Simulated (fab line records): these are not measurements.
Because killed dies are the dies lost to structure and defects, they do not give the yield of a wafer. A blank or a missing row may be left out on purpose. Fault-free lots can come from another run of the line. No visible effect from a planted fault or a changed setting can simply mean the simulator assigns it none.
The tool behind it: which one?	flow nand harc	Sampling: 12 lots, 36 wafers, 5 of 1159 route steps

WHAT THE GAUGES SHOWED, per wafer
NHARC_A_CHANNEL_HOLE_D1_INSPECT_40. Usual: raw defect count 59, standard deviation 17.
lot	measured	on	raw defect count	flag
L448	day 8 10:00	defect inspect-01	52 51 55	
L449	day 8 23:07	defect inspect-02	47 46 42	
L451	day 9 03:28	defect inspect-02	49 49 57	
L458	day 11 02:33	defect inspect-01	66 63 62	
L459	day 11 11:00	defect inspect-02	85 72 80	
L463	day 12 04:20	defect inspect-02	78 62 83	
L464	day 12 13:14	defect inspect-01	33 43 51	
L466	day 12 17:26	defect inspect-01	60 43 48	
L468	day 13 16:44	defect inspect-01	41 48 57	
L469	day 13 23:16	defect inspect-01	47 39 39	
L470	day 14 03:26	defect inspect-01	47 62 55	
L471	day 14 18:22	defect inspect-02	39 49 30	

WHAT TOOL EACH LOT RAN ON (gives the tool, then ch and the chambers of the sampled wafers, and finally the start)
lot	NHARC_A_CHANNEL_HOLE_D1_ETCH_23	NHARC_A_CHANNEL_HOLE_D1_ETCH_25	NHARC_A_CHANNEL_HOLE_D1_ETCH_33	NHARC_A_CHANNEL_HOLE_D1_XSEM_31
L448	har etch-02 ch 0,1, day 8 05:42	har etch-02 ch 0,1, day 8 07:11	har etch-02 ch 0,1, day 8 08:15	xsem-01 ch 0, day 8 09:54
L449	har etch-02 ch 1, day 8 18:49	har etch-02 ch 1, day 8 20:17	har etch-02 ch 1, day 8 21:15	xsem-02 ch 0, day 8 23:01
L451	har etch-01 ch 0, day 8 23:19	har etch-01 ch 0, day 9 00:48	har etch-01 ch 0, day 9 01:46	xsem-01 ch 0, day 9 03:22
L458	har etch-01 ch 0,1, day 10 17:33	har etch-01 ch 0,1, day 10 19:01	har etch-01 ch 0,1, day 10 20:06	xsem-02 ch 0, day 10 21:44
L459	har etch-01 ch 0,1, day 11 02:42	har etch-01 ch 0,1, day 11 04:11	har etch-01 ch 0,1, day 11 05:09	xsem-02 ch 0, day 11 06:51
L463	har etch-02 ch 0,1, day 12 00:02	har etch-02 ch 0,1, day 12 01:31	har etch-02 ch 0,1, day 12 02:37	xsem-01 ch 0, day 12 04:14
L464	har etch-02 ch 0,1, day 12 08:59	har etch-02 ch 0,1, day 12 10:26	har etch-02 ch 0,1, day 12 11:30	xsem-01 ch 0, day 12 13:08
L466	har etch-02 ch 1, day 12 13:14	har etch-02 ch 1, day 12 14:44	har etch-02 ch 1, day 12 15:42	xsem-01 ch 0, day 12 17:20
L468	har etch-02 ch 0,1, day 13 12:19	har etch-02 ch 0,1, day 13 13:47	har etch-02 ch 0,1, day 13 14:52	xsem-01 ch 0, day 13 16:38
L469	har etch-02 ch 0,1, day 13 18:57	har etch-02 ch 0,1, day 13 20:27	har etch-02 ch 0,1, day 13 21:25	xsem-01 ch 0, day 13 23:10
L470	har etch-02 ch 0,1, day 13 23:08	har etch-02 ch 0,1, day 14 00:38	har etch-02 ch 0,1, day 14 01:35	xsem-01 ch 0, day 14 03:20
L471	har etch-01 ch 0, day 14 14:12	har etch-01 ch 0, day 14 15:42	har etch-01 ch 0, day 14 16:41	xsem-02 ch 0, day 14 18:17
- NHARC_A_CHANNEL_HOLE_D1_ETCH_23: etches the open film in C4F8/O2/Ar, time 819 s, target depth 1600 nm.
- NHARC_A_CHANNEL_HOLE_D1_ETCH_25: etches the open film in C4F8/O2/Ar, time 1040.2 s, target depth 1500 nm.
- NHARC_A_CHANNEL_HOLE_D1_ETCH_33: etches the open film in C4F8/O2/Ar, time 90 s, target depth 400 nm.
- NHARC_A_CHANNEL_HOLE_D1_XSEM_31

WHAT THE TOOLS THEMSELVES READ (means of the sampled wafers that have a number; where no wafer has one, the mark that the record gives instead)
NHARC_A_CHANNEL_HOLE_D1_ETCH_23. Usual: drypump motor current A 5.5 A, standard deviation 0.47; showerhead plenum p Torr 3.807 Torr, standard deviation 0.012; throttle valve pct 32.154 %, standard deviation 0.0085.
lot	tool	drypump motor current A (A)	showerhead plenum p Torr (Torr)	throttle valve pct (%)	flag
L448	har etch-02	5.2	3.824	32.157	
L449	har etch-02	5.0	3.817	32.151	
L451	har etch-01	5.3	3.821	32.158	
L458	har etch-01	5.7	3.815	32.151	
L459	har etch-01	5.6	3.812	32.159	
L463	har etch-02	5.2	3.797	32.153	
L464	har etch-02	5.2	3.795	32.154	
L466	har etch-02	5.0	3.789	32.151	
L468	har etch-02	5.4	3.792	32.161	
L469	har etch-02	5.4	3.790	32.155	
L470	har etch-02	5.2	3.784	32.146	
L471	har etch-01	5.3	3.797	32.152	

NHARC_A_CHANNEL_HOLE_D1_ETCH_25. Usual: drypump motor current A 5.5 A, standard deviation 0.48; showerhead plenum p Torr 3.801 Torr, standard deviation 0.012; throttle valve pct 32.237 %, standard deviation 0.0083.
lot	tool	drypump motor current A (A)	showerhead plenum p Torr (Torr)	throttle valve pct (%)	flag
L448	har etch-02	5.2	3.818	32.236	
L449	har etch-02	5.0	3.811	32.246	
L451	har etch-01	5.3	3.815	32.233	
L458	har etch-01	5.7	3.809	32.229	
L459	har etch-01	5.7	3.807	32.233	
L463	har etch-02	5.2	3.791	32.231	
L464	har etch-02	5.2	3.788	32.242	
L466	har etch-02	5.0	3.783	32.242	
L468	har etch-02	5.4	3.786	32.232	
L469	har etch-02	5.3	3.784	32.241	
L470	har etch-02	5.2	3.778	32.237	
L471	har etch-01	5.3	3.791	32.236	

NHARC_A_CHANNEL_HOLE_D1_ETCH_33. Usual: drypump motor current A 5.5 A, standard deviation 0.48; showerhead plenum p Torr 3.849 Torr, standard deviation 0.012; throttle valve pct 27.619 %, standard deviation 0.0092.
lot	tool	drypump motor current A (A)	showerhead plenum p Torr (Torr)	throttle valve pct (%)	flag
L448	har etch-02	5.2	3.867	27.619	
L449	har etch-02	5.0	3.859	27.623	
L451	har etch-01	5.3	3.863	27.617	
L458	har etch-01	5.6	3.857	27.611	
L459	har etch-01	5.7	3.855	27.618	
L463	har etch-02	5.2	3.838	27.614	
L464	har etch-02	5.2	3.836	27.632	
L466	har etch-02	5.0	3.830	27.617	
L468	har etch-02	5.4	3.833	27.620	
L469	har etch-02	5.3	3.831	27.607	
L470	har etch-02	5.2	3.826	27.618	
L471	har etch-01	5.4	3.839	27.620	

NHARC_A_CHANNEL_HOLE_D1_XSEM_31. Usual: bot cd nm 74.5 nm, standard deviation 1.8; bow nm 8.6 nm, standard deviation 0.35; tilt deg 0.08 degrees, standard deviation 0.046.
lot	tool	bot cd nm (nm)	bow nm (nm)	tilt deg (degrees)	flag
L448	xsem-01	75.6	8.5	0.12	
L449	xsem-02	73.9	8.5	0.04	
L451	xsem-01	73.4	8.5	0.07	
L458	xsem-02	73.9	9.4	0.10	
L459	xsem-02	74.0	8.6	0.12	
L463	xsem-01	74.0	8.4	0.13	
L464	xsem-01	73.5	8.6	0.06	
L466	xsem-01	76.4	8.6	0.15	
L468	xsem-01	73.5	9.1	0.04	
L469	xsem-01	74.4	8.3	0.14	
L470	xsem-01	74.4	8.1	0.04	
L471	xsem-02	75.5	8.3	0.14	

THE ANSWER, worked out from the rows above alone
Rule: a lot is off if the mean of its wafers that have a number lies more than 3 standard deviations from the usual mean. A lot without any number at a reading at which 4 lots or more have one is off too. Where the step has rows for the other lots, those lots are counted as sound. First the gauges in route order, then the tools' own readings, where a lot's mean is used as printed above. At the first step where some lot is off, the reading lying furthest off is the one used; lots without a number count as furthest.
None of the lots is off at any reading shown; this tells nothing.

WHAT THE SIMULATOR HAD INSERTED
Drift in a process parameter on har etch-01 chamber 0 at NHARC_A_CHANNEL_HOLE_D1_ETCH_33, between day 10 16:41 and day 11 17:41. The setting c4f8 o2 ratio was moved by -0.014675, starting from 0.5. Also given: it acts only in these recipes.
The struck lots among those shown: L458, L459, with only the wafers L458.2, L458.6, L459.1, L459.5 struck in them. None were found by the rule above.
